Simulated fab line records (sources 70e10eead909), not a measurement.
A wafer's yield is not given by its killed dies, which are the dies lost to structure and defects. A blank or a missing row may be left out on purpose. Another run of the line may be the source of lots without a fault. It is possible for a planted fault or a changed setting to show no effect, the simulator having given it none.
A struck lot beside a sound one    flow nand harc    14 out of 1159 route steps
Sound: wafers L804.1, L804.3, L804.6. Struck: wafer L815.6. (L815.3 of the same lot was not struck and is left out.) The cause comes at the end.
For every step that has rows: the tool of each side, followed by ch and its chambers, followed by its first start. Under that, the readings that differ: sound wafers    struck wafers    difference of the means    sigmas: that difference in standard deviations of wafers without a fault.
alike: same words and numbers on both sides, and readings whose means sit less than 2 such deviations apart. not compared: any withheld reading, any reading some wafer has no value for, any bound like >300 that may hide the same value, and any number with overlapping values for which the record gives no deviation.
A row with sigmas, a row that says differs or no value, or rows on one side alone: a step with any of these is where the two part. When numbers do not overlap yet have no deviation, they are printed without sigmas and do not part them. A reading missing from all wafers of one side parts the sides only when that side holds two or more wafers.

first, 3 steps without rows for these wafers: NHARC_A_SLIT_EXPOSE_06 (exposes mask SLIT); NHARC_A_SLIT_PEB_07 (peb time 65 s); NHARC_A_SLIT_DEVELOP_08 (develop time 35 s).
NHARC_A_SLIT_CD_MEAS_09: the cd target is 300 nm.
  sound on cd sem-03 ch 0, day 15 21:43; struck on cd sem-02 ch 0, day 19 00:01
  alike: cd nm
NHARC_A_SLIT_OVL_MEAS_10:
  sound on overlay-01, day 15 21:48; struck on overlay-01, day 19 00:06
  alike: overlay x nm, overlay y nm
NHARC_A_SLIT_INSPECT_11:
  sound on defect inspect-02, day 15 21:50; struck on defect inspect-02, day 19 00:08
  alike: raw defect count
NHARC_A_SLIT_DESCUM_14: chemistry O2, time 3 s.
  sound on rie diel-06 ch 0,2,3, day 15 21:54; struck on rie diel-12 ch 1, day 19 00:14
reading                          sound                 struck  difference  sigmas
showerhead plenum p Torr (Torr)  1.83 2.01 2.04        1.78    -0.18       -2
throttle valve pct (%)           11.312 11.309 11.297  11.326  +0.020      +2
  alike: drypump motor current A, oes product au, rf vpp V
  not compared: rf hours counter h
NHARC_A_SLIT_ETCH_24: etches the open film in CF4/CHF3, target depth 121 nm, time 60.5 s.
  sound on rie diel-06 ch 1,3, day 15 21:59; struck on rie diel-12 ch 3, day 19 00:18
reading       sound              struck  difference  sigmas
rf vpp V (V)  373.0 373.4 372.2  367.4   -5.5        -2
  alike: chf3 flow sccm, drypump motor current A, oes product au, run length s, showerhead plenum p Torr, throttle valve pct
  not compared: rf hours counter h
NHARC_A_SLIT_ETCH_15: etches the open film in O2/COS, target depth 3200 nm, time 832 s.
  sound on rie diel-06 ch 1,3; struck on rie diel-12 ch 3
  alike: cos flow sccm, drypump motor current A, oes product au, rf vpp V, run length s, showerhead plenum p Torr, throttle valve pct
  not compared: rf hours counter h
NHARC_A_SLIT_ETCH_17: etches the open film in C4F8/O2/Ar, time 1687.5 s, target depth 10100 nm.
  sound on har etch-01 ch 1, day 15 22:40; struck on har etch-02 ch 0, day 19 04:51
reading           sound                 struck  difference  sigmas
run length s (s)  1689.5 1689.6 1689.6  1688.4  -1.2        -3
  alike: drypump motor current A, showerhead plenum p Torr, throttle valve pct
  not compared: rf hours counter h
then, 2 steps without rows for these wafers: NHARC_A_SLIT_ETCH_26 (etches the open film in C4F8/O2/Ar, time 90 s, target depth 400 nm); NHARC_A_SLIT_STRIP_28 (strips in O2/COS).
NHARC_A_SLIT_ETCH_29: etches the open film in CF4/O2, target depth 100 nm, overetch 10 nm, time 55 s.
  sound on rie diel-03 ch 2,3, day 16 00:46; struck on rie diel-12 ch 3, day 19 06:28
reading                sound              struck  difference  sigmas
oes product au (a.u.)  1.010 1.006 1.015  0.991   -0.019      -2
run length s (s)       77.2 76.3 76.9     67.0    -9.8        -30
  alike: drypump motor current A, rf vpp V, showerhead plenum p Torr, throttle valve pct
  not compared: rf hours counter h
NHARC_A_SLIT_STRIP_18: strips in O2.
  sound on rie diel-03 ch 1,2; struck on rie diel-12 ch 3
  alike: drypump motor current A, oes product au, rf vpp V, showerhead plenum p Torr, throttle valve pct
  not compared: rf hours counter h

== WHERE THEY PART ==
Last at NHARC_A_SLIT_ETCH_29 as far as this record goes, first at NHARC_A_SLIT_DESCUM_14. Later steps at which nothing parts them and some readings are alike: NHARC_A_SLIT_STRIP_18.

WHY: the cause the simulator had injected
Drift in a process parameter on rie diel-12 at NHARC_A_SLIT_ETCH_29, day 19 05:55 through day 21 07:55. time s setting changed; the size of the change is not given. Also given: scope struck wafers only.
